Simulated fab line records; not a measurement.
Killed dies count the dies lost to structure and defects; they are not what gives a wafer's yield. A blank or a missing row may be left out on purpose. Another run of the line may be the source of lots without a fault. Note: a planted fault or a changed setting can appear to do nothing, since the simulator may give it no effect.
Which of the tools did it? / flow n5 finfet / 32 wafers from 11 lots sampled at 4 of the route's 1938 steps

## WHAT EACH GAUGE READ, for each wafer
N5_BEOL_M5_OVL_MEAS_12. Usual: M5_OVL typically reads 0.6 nm, with standard deviation 0.54.
lot=L782; measured=day 10 02:45; on=overlay-02; M5_OVL (nm)=0.6 0.9 0.9; flag=
lot=L784; measured=day 10 06:24; on=overlay-01; M5_OVL (nm)=1.5 1.4 0.7; flag=
lot=L786; measured=day 10 08:37; on=overlay-01; M5_OVL (nm)=0.8 1.6 1.9; flag=
lot=L787; measured=day 10 19:41; on=overlay-01; M5_OVL (nm)=0.2 0.8 0.0; flag=
lot=L789; measured=day 11 14:17; on=overlay-01; M5_OVL (nm)=0.4 0.6 0.8; flag=
lot=L794; measured=day 12 10:03; on=overlay-02; M5_OVL (nm)=0.2 0.3 0.6; flag=
lot=L793; measured=day 12 16:10; on=overlay-02; M5_OVL (nm)=-0.2 0.4 -0.1; flag=
lot=L792; measured=day 12 17:31; on=overlay-02; M5_OVL (nm)=0.3 0.2 -0.3; flag=
lot=L796; measured=day 13 00:52; on=overlay-02; M5_OVL (nm)=-0.5 1.4 1.2; flag=
lot=L798; measured=day 13 23:18; on=overlay-02; M5_OVL (nm)=0.7 -0.2 -0.2; flag=
lot=L801; measured=day 14 09:45; on=overlay-02; M5_OVL (nm)=0.8 1.2; flag=

N5_BEOL_M5_INSPECT_30: inspects for defects (brightfield). Usual: raw defect count at 411, with a standard deviation of 93.
lot=L782; measured=day 10 05:59; on=defect inspect-01; raw defect count=356 392 350; flag=
lot=L784; measured=day 10 07:47; on=defect inspect-01; raw defect count=422 375 508; flag=
lot=L786; measured=day 10 12:23; on=defect inspect-01; raw defect count=471 409 327; flag=
lot=L787; measured=day 10 23:32; on=defect inspect-01; raw defect count=300 439 322; flag=
lot=L789; measured=day 11 16:05; on=defect inspect-01; raw defect count=357 300 484; flag=
lot=L794; measured=day 12 11:09; on=defect inspect-02; raw defect count=431 395 537; flag=
lot=L793; measured=day 12 17:15; on=defect inspect-02; raw defect count=359 360 555; flag=
lot=L792; measured=day 12 20:55; on=defect inspect-01; raw defect count=425 343 407; flag=
lot=L796; measured=day 13 04:14; on=defect inspect-01; raw defect count=479 330 283; flag=
lot=L798; measured=day 14 00:13; on=defect inspect-02; raw defect count=459 574 612; flag=
lot=L801; measured=day 14 11:27; on=defect inspect-01; raw defect count=480 297; flag=

## EACH LOT AND THE TOOL THAT RAN IT (in order: tool; ch and the chambers of the sampled wafers; start)
lot=L782; N5_BEOL_M5_CURE_79=uv cure-01 ch 2, day 10 01:28; N5_BEOL_M5_COAT_74=litho track-03 ch 0, day 10 05:38
lot=L784; N5_BEOL_M5_CURE_79=uv cure-02 ch 2, day 10 04:23; N5_BEOL_M5_COAT_74=litho track-05 ch 0, day 10 07:18
lot=L786; N5_BEOL_M5_CURE_79=uv cure-01 ch 0, day 10 07:40; N5_BEOL_M5_COAT_74=litho track-03 ch 0, day 10 12:01
lot=L787; N5_BEOL_M5_CURE_79=uv cure-01 ch 1, day 10 18:23; N5_BEOL_M5_COAT_74=litho track-02 ch 0, day 10 23:02
lot=L789; N5_BEOL_M5_CURE_79=uv cure-02 ch 1, day 11 12:55; N5_BEOL_M5_COAT_74=litho track-05 ch 0, day 11 15:36
lot=L794; N5_BEOL_M5_CURE_79=uv cure-03 ch 2, day 12 08:29; N5_BEOL_M5_COAT_74=litho track-05 ch 0, day 12 10:44
lot=L793; N5_BEOL_M5_CURE_79=uv cure-03 ch 2, day 12 12:44; N5_BEOL_M5_COAT_74=litho track-02 ch 0, day 12 16:53
lot=L792; N5_BEOL_M5_CURE_79=uv cure-01 ch 2, day 12 13:43; N5_BEOL_M5_COAT_74=litho track-02 ch 0, day 12 20:31
lot=L796; N5_BEOL_M5_CURE_79=uv cure-01 ch 0, day 12 22:50; N5_BEOL_M5_COAT_74=litho track-05 ch 0, day 13 03:53
lot=L798; N5_BEOL_M5_CURE_79=uv cure-02 ch 0, day 13 19:49; N5_BEOL_M5_COAT_74=litho track-02 ch 0, day 13 23:51
lot=L801; N5_BEOL_M5_CURE_79=uv cure-03 ch 2, day 14 07:53; N5_BEOL_M5_COAT_74=litho track-03 ch 0, day 14 11:05
- N5_BEOL_M5_CURE_79: cures SiCOH lowk, time 240 s.
- N5_BEOL_M5_COAT_74: time 60 s, resist thk 5 nm.

## WHAT THE TOOLS THEMSELVES READ (means of the sampled wafers that have a number; where no wafer has one, the mark that the record gives instead)
N5_BEOL_M5_CURE_79. Usual: lamp power pct 52.31 %, standard deviation 0.059; wafer_temp_C_max 386.9, standard deviation 0.64.
lot=L782; tool=uv cure-01; lamp power pct (%)=52.27; wafer_temp_C_max=387.8; flag=
lot=L784; tool=uv cure-02; lamp power pct (%)=52.30; wafer_temp_C_max=386.5; flag=
lot=L786; tool=uv cure-01; lamp power pct (%)=52.32; wafer_temp_C_max=386.6; flag=
lot=L787; tool=uv cure-01; lamp power pct (%)=52.26; wafer_temp_C_max=387.1; flag=
lot=L789; tool=uv cure-02; lamp power pct (%)=52.33; wafer_temp_C_max=386.5; flag=
lot=L794; tool=uv cure-03; lamp power pct (%)=52.40; wafer_temp_C_max=386.7; flag=
lot=L793; tool=uv cure-03; lamp power pct (%)=52.34; wafer_temp_C_max=387.3; flag=
lot=L792; tool=uv cure-01; lamp power pct (%)=52.31; wafer_temp_C_max=387.3; flag=
lot=L796; tool=uv cure-01; lamp power pct (%)=52.34; wafer_temp_C_max=386.0; flag=
lot=L798; tool=uv cure-02; lamp power pct (%)=52.30; wafer_temp_C_max=387.5; flag=
lot=L801; tool=uv cure-03; lamp power pct (%)=52.26; wafer_temp_C_max=386.9; flag=

N5_BEOL_M5_COAT_74. Usual: chill plate temp C 22.99 C, standard deviation 0.11; spin speed rpm 1500.1 rpm, standard deviation 0.9.
lot=L782; tool=litho track-03; chill plate temp C (C)=22.96; spin speed rpm (rpm)=1499.8; flag=
lot=L784; tool=litho track-05; chill plate temp C (C)=23.09; spin speed rpm (rpm)=1499.5; flag=
lot=L786; tool=litho track-03; chill plate temp C (C)=22.96; spin speed rpm (rpm)=1500.0; flag=
lot=L787; tool=litho track-02; chill plate temp C (C)=22.96; spin speed rpm (rpm)=1500.6; flag=
lot=L789; tool=litho track-05; chill plate temp C (C)=23.18; spin speed rpm (rpm)=1500.7; flag=
lot=L794; tool=litho track-05; chill plate temp C (C)=22.94; spin speed rpm (rpm)=1826.7; flag=OFF
lot=L793; tool=litho track-02; chill plate temp C (C)=22.95; spin speed rpm (rpm)=1500.5; flag=
lot=L792; tool=litho track-02; chill plate temp C (C)=23.04; spin speed rpm (rpm)=1500.2; flag=
lot=L796; tool=litho track-05; chill plate temp C (C)=22.98; spin speed rpm (rpm)=1825.5; flag=OFF
lot=L798; tool=litho track-02; chill plate temp C (C)=22.83; spin speed rpm (rpm)=1498.8; flag=
lot=L801; tool=litho track-03; chill plate temp C (C)=22.84; spin speed rpm (rpm)=1500.9; flag=

## THE ANSWER, worked out from the rows above alone
Rule: take the mean of a lot's wafers that have a number; if it is more than 3 standard deviations from the usual mean, the lot is off. Also off: a lot with no number at a reading for which 4 or more lots have one. The other lots that the step has rows for count as sound. Order of review: gauges by route order, followed by the tools' own readings, for which a lot's mean as printed above is used. The first step at which some lot is off is used, and at that step the reading that is off furthest; a lot without a number counts as furthest.
Off: L794, L796 (N5_BEOL_M5_COAT_74, spin speed rpm).
A tool fits if, at that step or a process step before it, it ran every lot that is off, and no sound lot after the first of them. One candidate fits, namely litho track-05 at N5_BEOL_M5_COAT_74. Its last sound lot is L789 (day 11 15:36), its first lot that is off L794 (day 12 10:44): a fault that began between those two fits.
On the lots that are off, the tool's own readings at N5_BEOL_M5_COAT_74 differ by more than 5 times the standard deviation of the sound lots' means, which bears it out; spin speed rpm reads 1826.1 rpm there versus 1500.1 rpm on the sound lots.

## WHAT HAD BEEN PUT IN BY THE SIMULATOR
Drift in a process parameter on litho track-05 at N5_BEOL_M5_COAT_74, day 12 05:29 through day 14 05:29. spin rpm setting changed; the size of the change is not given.
Struck lots among those shown: L794, L796. The rule given above showed the same thing.
